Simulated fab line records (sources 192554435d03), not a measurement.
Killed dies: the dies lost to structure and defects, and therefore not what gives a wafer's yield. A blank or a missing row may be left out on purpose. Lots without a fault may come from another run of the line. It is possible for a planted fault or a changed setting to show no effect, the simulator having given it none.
Split-lot study -- flow n5-finfet -- 7 lots, 21 wafers read, on a route of 1938 steps

## ABOUT THE SPLIT
At N5_HKMG_FIN_COAT_42 (time 60 s, resist thk 35 nm), the setting spin-rpm was moved away from the recipe's 1500 rpm on 10 of the 21 wafers read, by -10.3% to +10.7%. The other wafers ran this setting at the recipe's value.

## FROM THE SPLIT TO THE READING: what the file shows between them, 3 steps
- N5_HKMG_FIN_COAT_43: resist thk 90 nm
- N5_HKMG_FIN_EBR_45
- N5_HKMG_FIN_DESCUM_53: chemistry O2, time 7.9 s

## THE READING
CAR-ArF_of_HKMG_FIN_COAT_43.thk-nm (the simulator's own value, which no gauge read), in nm, at N5_HKMG_FIN_ETCH_54 (etches SiARC in CF4, target depth 45.5 nm, time 75.8 s). The file gives no usual value for it. The 11 wafers here that ran the recipe average 50.9 nm, standard deviation 0.23 nm.

wafer,"tool, chamber at the split","spin-rpm as run, rpm",against the recipe,"CAR-ArF_of_HKMG_FIN_COAT_43.thk-nm, nm",against lot-mates on the recipe
L078.1,"litho-track-01, 0",1346,-10.3%,49.2,-1.5
L078.2,"litho-track-01, 0",1500,recipe,50.8,-
L078.4,"litho-track-01, 0",1500,recipe,50.6,-
L079.4,"litho-track-01, 0",1500,recipe,50.8,-
L079.5,"litho-track-01, 0",1660,+10.7%,52.4,+1.6
L079.6,"litho-track-01, 0",1660,+10.7%,52,+1.2
L080.2,"litho-track-01, 0",1500,recipe,50.4,-
L080.3,"litho-track-01, 0",1580,+5.3%,51.6,+1.0
L080.5,"litho-track-01, 0",1500,recipe,50.8,-
L081.1,"litho-track-02, 0",1423,-5.1%,50,-1.2
L081.2,"litho-track-02, 0",1500,recipe,51.2,-
L081.3,"litho-track-02, 0",1423,-5.1%,49.8,-1.4
L083.2,"litho-track-02, 0",1592,+6.1%,51.6,no lot-mate on the recipe
L083.3,"litho-track-02, 0",1592,+6.1%,51.8,no lot-mate on the recipe
L083.4,"litho-track-02, 0",1592,+6.1%,51.6,no lot-mate on the recipe
L084.1,"litho-track-02, 0",1500,recipe,51,-
L084.2,"litho-track-02, 0",1500,recipe,51.2,-
L084.4,"litho-track-02, 0",1500,recipe,51,-
L095.2,"litho-track-05, 0",1500,recipe,50.8,-
L095.3,"litho-track-05, 0",1457,-2.9%,50.2,-0.6
L095.5,"litho-track-05, 0",1500,recipe,50.8,-

FIT RESULTS
A straight line over all 21 wafers: CAR-ArF_of_HKMG_FIN_COAT_43.thk-nm changes by +0.145 nm for each +1% of spin-rpm; r = +0.96; the points scatter about the line by 0.21 nm.
The same after taking each lot's own level away (the mean of its wafers on the recipe; 18 wafers): +0.156 nm for each +1%; r = +0.96; scatter 0.23 nm.
That fit puts the effect of the largest move of spin-rpm on the reading at 1.7 nm.
The lots' own levels span 50.60 to 51.20 nm, that is 2.6 times the standard deviation above.
Hence the lot-to-lot level has little effect on the slope; both slopes agree.
Check: with one of the wafers moved furthest among these (+10.7%) left out of the fit, the line predicts +1.58 nm for it against its lot-mates. Against them it came out at +1.6 nm.

## ADDITIONAL SPLITS CARRIED BY THESE WAFERS
Other splits were also applied to these wafers ahead of the reading. Each is held against what the fit with the lots' levels taken away leaves over:
other split on the same wafers,wafers away from the commonest value,r with CAR-ArF_of_HKMG_FIN_COAT_43.thk-nm (lot level and that fit taken away)
N5_ZERO_LAYER_EXPOSE_08 dose-mj,7,+0.20
N5_ZERO_LAYER_DEVELOP_10 develop-time-s,5,+0.54
N5_PMOS_HMC_CHANNEL_EPI_PEB_07 peb-temp-c,5,+0.13
N5_PMOS_HMC_CHANNEL_EPI_DESCUM_14 time-s,9,-0.28
N5_SD_EPI_N_ETCH_45 target-depth-a,7,+0.12
N5_SD_EPI_N_ETCH_16 target-depth-a,8,+0.10
N5_SD_EPI_P_ETCH_16 target-depth-a,7,+0.56
N5_SD_EPI_P_EPI_21 epi-growth-time-s,5,-0.12

## THE WHOLE CHAIN: every reading that the file lists as answering this split, in the file's order
step,what it does,reading,change (the file's fit),r (the file's)
N5_HKMG_FIN_COAT_42,"time 60 s, resist thk 35 nm","SiARC_of_HKMG_FIN_COAT_42.thk-nm (the simulator's own value, which no gauge read)",-0.175 nm for each +1% of the setting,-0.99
N5_HKMG_FIN_ETCH_54,"etches SiARC in CF4, target depth 45.5 nm, time 75.8 s","etch.depth-nm (the simulator's own value, which no gauge read)",-0.173 nm for each +1% of the setting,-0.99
N5_HKMG_FIN_ETCH_54,"etches SiARC in CF4, target depth 45.5 nm, time 75.8 s","CAR-ArF_of_HKMG_FIN_COAT_43.thk-nm (the simulator's own value, which no gauge read)",+0.156 nm for each +1% of the setting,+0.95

## THE FILE'S OWN FIT
CAR-ArF_of_HKMG_FIN_COAT_43.thk-nm changes by +0.156 nm for each +1% of spin-rpm, r = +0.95.
